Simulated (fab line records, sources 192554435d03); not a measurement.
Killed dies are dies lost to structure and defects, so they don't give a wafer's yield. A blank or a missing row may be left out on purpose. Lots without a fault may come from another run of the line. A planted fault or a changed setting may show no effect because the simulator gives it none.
fab line records | flow n5_finfet
record lots=7 wafers=39
route steps=1938 shown ZERO_LAYER@11 FIN_SAQP@138 SD_EPI_P@312 MOL_CONTACT_COAG@535
start_h: hours from the record's first day to the start of the lot's first wafer shown | wait_h: hours since the lot's step before | " the same as in the row above | L1.1+2: a row that stands for several wafers | - no value, or no start given | * or withheld: withheld | < > ~ a bound
route shown NAME@n: a module of which the file shows steps, and the number in the route of the first | usual: mean/standard deviation of fault-free wafers | same: alike in all rows | chamber/n: place in a boat | sites: the reading at each site | _std_site: their standard deviation | _edge_site: outer sites' mean less inner sites' | radius_mm: how far each site lies from the wafer's centre | mask NAME#n: copy n | behind: the tool/chamber that last shaped the wafer | hold: why the lot was held/for how many hours/how that ended | device: the transistor (n, p or np) that didn't switch | end of line: the same wafers' tests at the end of the route | a step without rows: its recipe alone | killed: dies lost to structure and defects at the first sort, not the wafer's yield | map: a wafer's dies, x killed, . not, _ none there
set.NAME: the setting as run; set.NAME@STEP: as run at that earlier step | model.NAME: the simulator's own value behind a step, which no gauge read
lots whose settings were changed on purpose; a table a step, a row a wafer
## steps
# step N5_ZERO_LAYER_DEVELOP_10
# recipe develop_time_s=60 rinse_liquid=diw dry=air_spin dev_temp_c=21
# columns lot.wafer tool chamber start_h wait_h set.develop_time_s
L079.2+4+6 litho_track-03 0 - - 60
L082.1+2+4 litho_track-02 0 - - 82.5
L082.3+5+6 " 0 " " 60
L084.1+2+3 litho_track-04 0 - - 82.69
L084.4+5+6 " 0 " " 60
L089.1+3+4 litho_track-04 0 - - 60
L089.2+5+6 " 0 " " 38.97
L090.1+5+6 litho_track-04 0 - - 50.65
L090.2+3+4 " 0 " " 60
L096.1+2+3+4+5+6 litho_track-02 0 - - 60
L097.1+2+3 litho_track-03 0 - - 60
L097.4+5+6 " 0 " " 50.14
# step N5_ZERO_LAYER_HARDBAKE_23
# recipe temp_c=130 time_s=120
# step N5_ZERO_LAYER_CD_MEAS_11
# recipe target_cd_nm=2000 landing_energy_ev=500 detector=se_inlens
# usual cd_nm=2000.7/1.9
# columns lot.wafer tool chamber start_h wait_h set.develop_time_s@ZERO_LAYER_DEVELOP_10 cd_nm
L079.2 cd_sem-03 0 42.87 - 60 2001.9
L079.4 " 0 " " 60 2001.1
L079.6 " 0 " " 60 2002.3
L082.1 cd_sem-03 0 60.64 - 82.5 2006.7
L082.2 " 0 " " 82.5 2005.1
L082.3 " 0 " " 60 2001.8
L082.4 " 0 " " 82.5 2007.0
L082.5 " 0 " " 60 1999.2
L082.6 " 0 " " 60 2000.5
L084.1 cd_sem-03 0 72.65 - 82.69 2007.9
L084.2 " 0 " " 82.69 2005.1
L084.3 " 0 " " 82.69 2006.6
L084.4 " 0 " " 60 2003.2
L084.5 " 0 " " 60 1999.0
L084.6 " 0 " " 60 2001.4
L089.1 cd_sem-01 0 102.67 - 60 2001.0
L089.2 " 0 " " 38.97 1989.2
L089.3 " 0 " " 60 1999.4
L089.4 " 0 " " 60 2002.4
L089.5 " 0 " " 38.97 1990.5
L089.6 " 0 " " 38.97 1990.4
L090.1 cd_sem-02 0 108.64 - 50.65 1999.0
L090.2 " 0 " " 60 1999.1
L090.3 " 0 " " 60 2000.1
L090.4 " 0 " " 60 2001.9
L090.5 " 0 " " 50.65 1997.9
L090.6 " 0 " " 50.65 1997.5
L096.1 cd_sem-01 0 144.64 - 60 1999.5
L096.2 " 0 " " 60 2001.8
L096.3 " 0 " " 60 2001.3
L096.4 " 0 " " 60 2000.8
L096.5 " 0 " " 60 2000.5
L096.6 " 0 " " 60 2000.2
L097.1 cd_sem-01 0 150.64 - 60 2000.9
L097.2 " 0 " " 60 2000.7
L097.3 " 0 " " 60 1998.7
L097.4 " 0 " " 50.14 1995.9
L097.5 " 0 " " 50.14 1999.2
L097.6 " 0 " " 50.14 1997.4
# step N5_FIN_SAQP_SPACER2_ALD_28
# recipe material=SiO2 target_thk_a=81 temp_c=300 ald_precursor_family=BDEAS ald_co_reactant=O2-plasma pulse_time_s=1 purge_time_s=2 co_reactant_purge_time_s=2 pressure_torr=2
# columns lot.wafer tool chamber start_h wait_h set.target_thk_a model.SiO2_of_FIN_SAQP_SPACER2_ALD_28.thk_nm
L079.2+4+6 ald_sin-01 3,0,0 58.45 1.0 81 8.2
L082.1+2+3 ald_sin-02 3,2,1 74.00 0.1 81 8
L082.4+5+6 " 0,0,1 " " 121.9 12.2
L084.1+4 ald_sin-01 3,1 85.79 0.1 96.45 9.6
L084.2 " 0 " " 96.45 9.8
L084.3+5 " 2,0 " " 81 8.2
L084.6 " 1 " " 81 8
L089.1+3 ald_sin-02 3,1 116.88 0.1 81 8
L089.2+4+6 " 2,0,2 " " 110.3 11
L089.5 " 3 " " 81 8.2
L090.1+2+3+5 ald_sin-04 1,3,0,0 123.43 0.4 81 8.2
L090.4+6 " 2,3 " " 81 8
L096.1+3+5 ald_sin-04 0,2,3 157.39 0.1 81 8
L096.2+4+6 " 3,1,2 " " 104.5 10.4
L097.1 ald_sin-01 1 162.64 0.1 81 8
L097.2+3+4+5+6 " 3,2,0,3,0 " " 81 8.2
# step N5_FIN_SAQP_SPACER2_ETCHBACK_29
# recipe chemistry=CHF3/O2 mode=anisotropic_etchback target=SiO2 target_depth_a=122 time_s=6.1 pressure_mtorr=30 source_w=650 bias_w=170 Ar_flow_sccm=200 CHF3_flow_sccm=50 O2_flow_sccm=5 ion_energy_ev=200
# step N5_FIN_SAQP_MANDREL2_REMOVE_60
# recipe chemistry=HBr/Cl2/O2 bt_time_s=10 target=a-Si stop_on=SiNx endpoint=OES-SiCl over_etch_frac=1 icp_w=600 bias_w=22 HBr_flow_sccm=150 Cl2_flow_sccm=80 O2_flow_sccm=5 pressure_mtorr=10
# columns lot.wafer tool chamber start_h wait_h set.target_thk_a@FIN_SAQP_SPACER2_ALD_28 model.FIN_SAQP.cd_nm
L079.2+4+6 rie_si-01 1,0,3 58.86 0.1 81 8.2
L082.1 rie_si-01 1 74.41 0.1 81 8.2
L082.2+3 " 0,3 " " 81 8
L082.4+5+6 " 2,1,2 " " 121.9 12.2
L084.1 rie_si-04 3 86.22 0.1 96.45 9.8
L084.2+4 " 0,2 " " 96.45 9.6
L084.3+5+6 " 1,2,1 " " 81 8
L089.1 rie_si-01 3 117.32 0.1 81 8.2
L089.2+4+6 " 2,1,1 " " 110.3 11
L089.3+5 " 0 " " 81 8
L090.1+3+5+6 rie_si-04 3,0,2,3 123.84 0.1 81 8.2
L090.2+4 " 2,1 " " 81 8
L096.1+3 rie_si-06 2,3 157.90 0.1 81 8.2
L096.2 " 0 " " 104.5 10.2
L096.4+6 " 1,3 " " 104.5 10.6
L096.5 " 0 " " 81 8
L097.1+4+5 rie_si-06 1,0,0 163.16 0.1 81 8
L097.2+3+6 " 3,2,1 " " 81 8.2
# step N5_FIN_SAQP_CD_MEAS_31
# recipe target_cd_nm=8 landing_energy_ev=1000 detector=se_inlens polarity=line
# usual cd_nm=8.12/0.22
# columns lot.wafer tool chamber start_h wait_h set.target_thk_a@FIN_SAQP_SPACER2_ALD_28 cd_nm
L079.2 cd_sem-03 0 58.97 0.1 81 8.23
L079.4 " 0 " " 81 8.40
L079.6 " 0 " " 81 8.06
L082.1 cd_sem-02 0 74.52 0.1 81 8.01
L082.2 " 0 " " 81 8.13
L082.3 " 0 " " 81 8.10
L082.4 " 0 " " 121.9 12.44
L082.5 " 0 " " 121.9 12.31
L082.6 " 0 " " 121.9 11.89
L084.1 cd_sem-02 0 86.32 0.1 96.45 9.77
L084.2 " 0 " " 96.45 9.88
L084.3 " 0 " " 81 8.13
L084.4 " 0 " " 96.45 9.46
L084.5 " 0 " " 81 7.94
L084.6 " 0 " " 81 7.96
L089.1 cd_sem-03 0 117.43 0.1 81 8.40
L089.2 " 0 " " 110.3 11.47
L089.3 " 0 " " 81 8.00
L089.4 " 0 " " 110.3 10.79
L089.5 " 0 " " 81 7.93
L089.6 " 0 " " 110.3 10.85
L090.1 cd_sem-01 0 123.95 0.1 81 8.19
L090.2 " 0 " " 81 8.10
L090.3 " 0 " " 81 8.09
L090.4 " 0 " " 81 7.83
L090.5 " 0 " " 81 7.98
L090.6 " 0 " " 81 7.76
L096.1 cd_sem-03 0 158.01 0.1 81 8.32
L096.2 " 0 " " 104.5 10.18
L096.3 " 0 " " 81 8.24
L096.4 " 0 " " 104.5 10.48
L096.5 " 0 " " 81 7.90
L096.6 " 0 " " 104.5 10.31
L097.1 cd_sem-03 0 163.27 0.1 81 8.04
L097.2 " 0 " " 81 8.77
L097.3 " 0 " " 81 8.29
L097.4 " 0 " " 81 8.00
L097.5 " 0 " " 81 8.11
L097.6 " 0 " " 81 8.21
# step N5_FIN_SAQP_HM_OPEN_33
# recipe chemistry=CH3F/O2 target=SiNx mask_material=SiO2 target_depth_a=494 time_s=70.6 pressure_mtorr=30 source_w=395 bias_w=73 Ar_flow_sccm=150 CH3F_flow_sccm=30 O2_flow_sccm=20 ion_energy_ev=120 ends=cleared
# columns lot.wafer tool chamber start_h wait_h set.target_thk_a@FIN_SAQP_SPACER2_ALD_28 model.FIN_SAQP.cd_nm
L079.2+4+6 rie_diel-06 1,2,2 59.21 0.2 81 8.2
L082.1+2+3 rie_diel-01 3,1,0 74.57 0.0 81 8.2
L082.4+5 " 2,3 " " 121.9 12.4
L082.6 " 2 " " 121.9 12.2
L084.1 rie_diel-06 1 86.37 0.0 96.45 9.8
L084.2+4 " 2,0 " " 96.45 9.6
L084.3 " 3 " " 81 8.2
L084.5+6 " 1,0 " " 81 8
L089.1 rie_diel-05 1 117.59 0.2 81 8.2
L089.2+6 " 0,1 " " 110.3 11
L089.3+5 " 2,0 " " 81 8
L089.4 " 3 " " 110.3 10.8
L090.1+3+4+5+6 rie_diel-05 0,3,2,0,3 124.02 0.1 81 8
L090.2 " 1 " " 81 8.2
L096.1+3 rie_diel-05 2,0 158.07 0.1 81 8.2
L096.2+4 " 1,3 " " 104.5 10.4
L096.5 " 3 " " 81 8
L096.6 " 0 " " 104.5 10.6
L097.1 rie_diel-06 2 163.37 0.1 81 8
L097.2 " 1 " " 81 8.4
L097.3+4+5+6 " 0,1,0,2 " " 81 8.2
# step N5_FIN_SAQP_ETCH_34
# recipe chemistry=C4F6/O2 target=SiO2 target_depth_a=450 time_s=15 ion_energy_ev=250 pressure_mtorr=30 source_w=345 bias_w=185 Ar_flow_sccm=300 C4F6_flow_sccm=10 O2_flow_sccm=10 ends=cleared
# columns lot.wafer tool chamber start_h wait_h set.target_thk_a@FIN_SAQP_SPACER2_ALD_28 model.FIN_SAQP.cd_nm
L079.2+4+6 rie_diel-06 1,2,2 59.28 0.0 81 8.2
L082.1+2 rie_diel-01 3,1 74.64 0.0 81 8.2
L082.3 " 0 " " 81 8
L082.4+5+6 " 2,3,2 " " 121.9 12.4
L084.1+2 rie_diel-06 1,2 86.44 0.0 96.45 9.8
L084.3 " 3 " " 81 8.2
L084.4 " 0 " " 96.45 9.6
L084.5+6 " 1,0 " " 81 8
L089.1 rie_diel-05 1 117.66 0.0 81 8.2
L089.2+4+6 " 0,3,1 " " 110.3 11
L089.3+5 " 2,0 " " 81 8
L090.1+5 rie_diel-05 0 124.09 0.0 81 8.2
L090.2+3+4+6 " 1,3,2,3 " " 81 8
L096.1 rie_diel-05 2 158.14 0.0 81 8.2
L096.2+4 " 1,3 " " 104.5 10.4
L096.3 " 0 " " 81 8.4
L096.5 " 3 " " 81 7.8
L096.6 " 0 " " 104.5 10.6
L097.1 rie_diel-06 2 163.44 0.0 81 8
L097.2 " 1 " " 81 8.4
L097.3+4+5+6 " 0,1,0,2 " " 81 8.2
# step N5_FIN_SAQP_STRIP_77
# recipe chemistry=N2/H2 time_s=90 power_w=100 temp_c=40 pressure_mtorr=100 rf_frequency_hz=6e+07 bias_power_w=3 n2_flow_sccm=300 h2_flow_sccm=300
# step N5_FIN_SAQP_HM_CD_35
# recipe target_cd_nm=8 polarity=line
# usual cd_nm=8.13/0.24
# columns lot.wafer tool chamber start_h wait_h set.target_thk_a@FIN_SAQP_SPACER2_ALD_28 cd_nm
L079.2 cd_sem-03 - 59.43 0.1 81 8.39
L079.4 " - " " 81 7.99
L079.6 " - " " 81 7.90
L082.1 cd_sem-02 - 74.78 0.1 81 8.44
L082.2 " - " " 81 8.03
L082.3 " - " " 81 7.77
L082.4 " - " " 121.9 12.29
L082.5 " - " " 121.9 12.43
L082.6 " - " " 121.9 12.50
L084.1 cd_sem-01 - 86.59 0.1 96.45 9.63
L084.2 " - " " 96.45 9.90
L084.3 " - " " 81 8.27
L084.4 " - " " 96.45 9.70
L084.5 " - " " 81 7.62
L084.6 " - " " 81 8.21
L089.1 cd_sem-03 - 117.80 0.1 81 8.40
L089.2 " - " " 110.3 11.24
L089.3 " - " " 81 8.17
L089.4 " - " " 110.3 11.07
L089.5 " - " " 81 7.89
L089.6 " - " " 110.3 10.76
L090.1 cd_sem-01 - 124.23 0.1 81 8.58
L090.2 " - " " 81 8.20
L090.3 " - " " 81 7.86
L090.4 " - " " 81 8.07
L090.5 " - " " 81 8.33
L090.6 " - " " 81 7.65
L096.1 cd_sem-02 - 158.29 0.1 81 8.56
L096.2 " - " " 104.5 10.44
L096.3 " - " " 81 8.16
L096.4 " - " " 104.5 10.47
L096.5 " - " " 81 7.92
L096.6 " - " " 104.5 10.35
L097.1 cd_sem-01 - 163.59 0.1 81 7.87
L097.2 " - " " 81 7.62
L097.3 " - " " 81 8.07
L097.4 " - " " 81 7.63
L097.5 " - " " 81 8.37
L097.6 " - " " 81 8.24
# step N5_FIN_SAQP_ETCH_64
# recipe chemistry=CF4 target=SiO2 target_depth_a=15 ion_energy_ev=350 pressure_mtorr=10 icp_w=800 bias_w=400 cf4_flow_sccm=80
# columns lot.wafer tool chamber start_h wait_h set.target_thk_a@FIN_SAQP_SPACER2_ALD_28 model.FIN_SAQP.cd_nm
L079.2+4+6 rie_si-04 3,0,2 59.47 0.0 81 8.2
L082.1+2 rie_si-04 2,3 74.83 0.0 81 8.2
L082.3 " 0 " " 81 8
L082.4+5+6 " 1,3,0 " " 121.9 12.4
L084.1+2+4 rie_si-06 3,2,0 86.64 0.0 96.45 9.8
L084.3 " 1 " " 81 8.2
L084.5 " 2 " " 81 8
L084.6 " 1 " " 81 7.8
L089.1 rie_si-06 1 117.85 0.0 81 8.2
L089.2+6 " 2,0 " " 110.3 11.2
L089.3 " 3 " " 81 7.8
L089.4 " 0 " " 110.3 11
L089.5 " 3 " " 81 8
L090.1+2 rie_si-01 3,2 124.28 0.0 81 8.2
L090.3+4+6 " 1,0,3 " " 81 8
L090.5 " 2 " " 81 8.4
L096.1+3 rie_si-01 1,2 158.34 0.0 81 8.2
L096.2+4 " 0,3 " " 104.5 10.4
L096.5 " 3 " " 81 7.8
L096.6 " 2 " " 104.5 10.6
L097.1+4 rie_si-04 0 163.64 0.0 81 8
L097.2 " 2 " " 81 8.4
L097.3+5+6 " 3,3,2 " " 81 8.2
# step N5_FIN_SAQP_FIN_ETCH_36
# recipe chemistry=HBr/Cl2/O2 target_depth_a=1200 mask_material=SiNx time_s=50.4 bias_w=102 pressure_mtorr=10 icp_w=800 HBr_flow_sccm=150 Cl2_flow_sccm=80 O2_flow_sccm=12
# step N5_FIN_SAQP_CD_MEAS_37
# recipe target_cd_nm=8 polarity=line
# usual cd_nm=8.19/0.25
# columns lot.wafer tool chamber start_h wait_h set.target_thk_a@FIN_SAQP_SPACER2_ALD_28 cd_nm
L079.2 cd_sem-01 - 59.61 0.1 81 8.56
L079.4 " - " " 81 8.42
L079.6 " - " " 81 8.52
L082.1 cd_sem-02 - 74.97 0.1 81 8.19
L082.2 " - " " 81 8.13
L082.3 " - " " 81 8.03
L082.4 " - " " 121.9 12.23
L082.5 " - " " 121.9 12.19
L082.6 " - " " 121.9 12.59
L084.1 cd_sem-01 - 86.78 0.1 96.45 9.56
L084.2 " - " " 96.45 9.82
L084.3 " - " " 81 8.34
L084.4 " - " " 96.45 9.57
L084.5 " - " " 81 8.03
L084.6 " - " " 81 7.73
L089.1 cd_sem-02 - 117.99 0.1 81 8.34
L089.2 " - " " 110.3 11.05
L089.3 " - " " 81 8.09
L089.4 " - " " 110.3 11.28
L089.5 " - " " 81 7.87
L089.6 " - " " 110.3 10.98
L090.1 cd_sem-03 - 124.42 0.1 81 8.15
L090.2 " - " " 81 8.50
L090.3 " - " " 81 7.92
L090.4 " - " " 81 8.38
L090.5 " - " " 81 8.26
L090.6 " - " " 81 7.89
L096.1 cd_sem-02 - 158.48 0.1 81 8.41
L096.2 " - " " 104.5 10.68
L096.3 " - " " 81 8.32
L096.4 " - " " 104.5 10.52
L096.5 " - " " 81 8.19
L096.6 " - " " 104.5 10.71
L097.1 cd_sem-02 - 163.79 0.1 81 8.37
L097.2 " - " " 81 8.38
L097.3 " - " " 81 8.31
L097.4 " - " " 81 7.82
L097.5 " - " " 81 8.16
L097.6 " - " " 81 8.02
# step N5_SD_EPI_P_ETCH_16
# recipe chemistry=CHF3/O2 target=SiO2 target_depth_a=50 mask_material=SOC pressure_mtorr=30 source_w=650 bias_w=170 Ar_flow_sccm=200 CHF3_flow_sccm=50 O2_flow_sccm=5 ion_energy_ev=200
# columns lot.wafer tool chamber start_h wait_h set.target_depth_a model.etch.depth_nm model.SiARC_of_SD_EPI_P_COAT_35.thk_nm
L079.2 rie_diel-03 0 88.88 0.1 50 4.964 12.4
L079.4 " 2 " " 50 4.889 12.4
L079.6 " 2 " " 50 4.88 12.4
L082.1 rie_diel-04 1 105.50 0.1 50 4.874 12
L082.2 " 2 " " 21.22 2.139 13.4
L082.3 " 0 " " 50 4.93 12
L082.4 " 3 " " 21.22 2.12 13.4
L082.5 " 3 " " 21.22 2.107 13.4
L082.6 " 2 " " 50 5.065 11.4
L084.1 rie_diel-03 2 114.00 0.1 31.91 3.141 13.6
L084.2 " 0 " " 50 4.934 12
L084.3 " 1 " " 50 4.932 12
L084.4 " 3 " " 31.91 3.194 12.8
L084.5 " 2 " " 50 4.915 12
L084.6 " 1 " " 31.91 3.175 13.2
L089.1 rie_diel-02 3 148.07 0.1 60.04 6.04 10.8
L089.2 " 1 " " 50 5.048 11.4
L089.3 " 0 " " 50 4.929 11.8
L089.4 " 2 " " 60.04 6.107 10.4
L089.5 " 1 " " 50 4.997 11.6
L089.6 " 0 " " 60.04 5.994 11.2
L090.1 rie_diel-03 1 159.42 0.1 50 4.912 12.4
L090.2 " 3 " " 50 4.96 11.8
L090.3 " 2 " " 72.88 7.15 10.8
L090.4 " 0 " " 50 4.909 12.4
L090.5 " 0 " " 72.88 7.208 10.6
L090.6 " 1 " " 72.88 7.188 10.8
L096.1 rie_diel-02 3 189.16 0.1 61.99 6.275 10.4
L096.2 " 0 " " 61.99 6.113 10.8
L096.3 " 2 " " 61.99 6.238 10.4
L096.4 " 1 " " 50 5.047 11.2
L096.5 " 2 " " 50 5.054 11.2
L096.6 " 3 " " 50 4.983 11.2
L097.1 rie_diel-03 3 193.82 0.1 74.11 7.407 9.8
L097.2 " 1 " " 74.11 7.266 10.4
L097.3 " 0 " " 50 4.907 12.2
L097.4 " 2 " " 50 4.876 12.4
L097.5 " 2 " " 50 4.871 12.4
L097.6 " 1 " " 74.11 7.262 10.4
# step N5_MOL_CONTACT_COAG_CONTACT_ETCH_14
# recipe chemistry=C4F6/O2 target=SiO2 target_depth_a=275 overetch_a=85 mask_material=SOC pressure_mtorr=30 source_w=370 bias_w=185 Ar_flow_sccm=300 C4F6_flow_sccm=16 O2_flow_sccm=10 time_s=20 ion_energy_ev=259.6
# columns lot.wafer tool chamber start_h wait_h set.time_s model.SOC_of_MOL_CONTACT_COAG_COAT_103.thk_nm
L079.2+6 rie_diel-05 0 126.41 0.0 20 78.2
L079.4 " 3 " " 20 78.4
L082.1+3+4 rie_diel-01 2,0,1 140.06 0.0 29.77 77.6
L082.2+5 " 3,2 " " 20 78.4
L082.6 " 3 " " 20 78.2
L084.1+3+4+6 rie_diel-06 1,2,3,2 150.12 0.0 20 78.8
L084.2+5 " 0,3 " " 20 79
L089.1+2+3 rie_diel-01 1,0,3 181.12 0.0 27.93 77.8
L089.4 " 2 " " 20 78.2
L089.5 " 3 " " 20 78.6
L089.6 " 0 " " 20 78.4
L090.1+6 rie_diel-01 1,3 191.69 0.0 12.73 79.2
L090.2+3+5 " 2,0,2 " " 20 78.6
L090.4 " 3 " " 12.73 79
L096.1 rie_diel-01 1 222.09 0.0 20 78.6
L096.2 " 0 " " 10.21 79.4
L096.3+6 " 3 " " 20 78.4
L096.4+5 " 2,0 " " 10.21 79.2
L097.1 rie_diel-06 0 226.93 0.0 20 78.2
L097.2 " 3 " " 20 78.4
L097.3+5 " 2,3 " " 20 78.6
L097.4+6 " 0,2 " " 20 78.8
# step N5_MOL_CONTACT_COAG_STRIP_109
# recipe chemistry=C4F6/O2 resist=SiARC rf_frequency_hz=6e+07
# step N5_MOL_CONTACT_COAG_ETCH_15
# recipe chemistry=CH3F/O2 target=SiNx target_depth_a=70 mask_material=SOC stop_on=Si:P over_etch_frac=0.75 ion_energy_ev=120 pressure_mtorr=30 source_w=395 bias_w=73 Ar_flow_sccm=150 CH3F_flow_sccm=30 O2_flow_sccm=20
# columns lot.wafer tool chamber start_h wait_h set.time_s@MOL_CONTACT_COAG_CONTACT_ETCH_14 model.SOC_of_MOL_CONTACT_COAG_COAT_103.thk_nm
L079.2 rie_diel-05 0 126.44 0.0 20 74.8
L079.4+6 " 3,0 " " 20 75
L082.1 rie_diel-01 2 140.09 0.0 29.77 74.2
L082.2 " 3 " " 20 75.2
L082.3+4 " 0,1 " " 29.77 74.4
L082.5+6 " 2,3 " " 20 75
L084.1 rie_diel-06 1 150.15 0.0 20 75.6
L084.2+5 " 0,3 " " 20 75.8
L084.3+4+6 " 2,3,2 " " 20 75.4
L089.1 rie_diel-01 1 181.15 0.0 27.93 74.8
L089.2 " 0 " " 27.93 74.4
L089.3 " 3 " " 27.93 74.6
L089.4 " 2 " " 20 75
L089.5+6 " 3,0 " " 20 75.2
L090.1 rie_diel-01 1 191.72 0.0 12.73 76
L090.2 " 2 " " 20 75.2
L090.3+5 " 0,2 " " 20 75.4
L090.4+6 " 3 " " 12.73 75.8
L096.1 rie_diel-01 1 222.13 0.0 20 75.4
L096.2+5 " 0 " " 10.21 76
L096.3+6 " 3 " " 20 75.2
L096.4 " 2 " " 10.21 75.8
L097.1 rie_diel-06 0 226.96 0.0 20 75
L097.2+3+5 " 3,2,3 " " 20 75.2
L097.4 " 0 " " 20 75.6
L097.6 " 2 " " 20 75.4
## key
split step=N5_ZERO_LAYER_DEVELOP_10 setting=develop_time_s stated=60 by=wafer
response step=N5_ZERO_LAYER_CD_MEAS_11 reading=cd_nm change=+0.192 per=1% r=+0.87
split step=N5_FIN_SAQP_SPACER2_ALD_28 setting=target_thk_a stated=81 by=wafer
response step=N5_FIN_SAQP_SPACER2_ALD_28 reading=model.SiO2_of_FIN_SAQP_SPACER2_ALD_28.thk_nm change=+0.0824 per=1% r=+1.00
response step=N5_FIN_SAQP_MANDREL2_REMOVE_60 reading=model.FIN_SAQP.cd_nm change=+0.0818 per=1% r=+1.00
response step=N5_FIN_SAQP_CD_MEAS_31 reading=cd_nm change=+0.0809 per=1% r=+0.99
response step=N5_FIN_SAQP_HM_OPEN_33 reading=model.FIN_SAQP.cd_nm change=+0.0811 per=1% r=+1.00
response step=N5_FIN_SAQP_ETCH_34 reading=model.FIN_SAQP.cd_nm change=+0.0831 per=1% r=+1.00
response step=N5_FIN_SAQP_HM_CD_35 reading=cd_nm change=+0.0828 per=1% r=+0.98
response step=N5_FIN_SAQP_ETCH_64 reading=model.FIN_SAQP.cd_nm change=+0.0855 per=1% r=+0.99
response step=N5_FIN_SAQP_CD_MEAS_37 reading=cd_nm change=+0.083 per=1% r=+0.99
split step=N5_SD_EPI_P_ETCH_16 setting=target_depth_a stated=50 by=wafer
response step=N5_SD_EPI_P_ETCH_16 reading=model.etch.depth_nm change=+0.0495 per=1% r=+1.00
response step=N5_SD_EPI_P_ETCH_16 reading=model.SiARC_of_SD_EPI_P_COAT_35.thk_nm change=-0.0337 per=1% r=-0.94
split step=N5_MOL_CONTACT_COAG_CONTACT_ETCH_14 setting=time_s stated=20 by=wafer
response step=N5_MOL_CONTACT_COAG_CONTACT_ETCH_14 reading=model.SOC_of_MOL_CONTACT_COAG_COAT_103.thk_nm change=-0.0154 per=1% r=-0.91
response step=N5_MOL_CONTACT_COAG_ETCH_15 reading=model.SOC_of_MOL_CONTACT_COAG_COAT_103.thk_nm change=-0.0142 per=1% r=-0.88
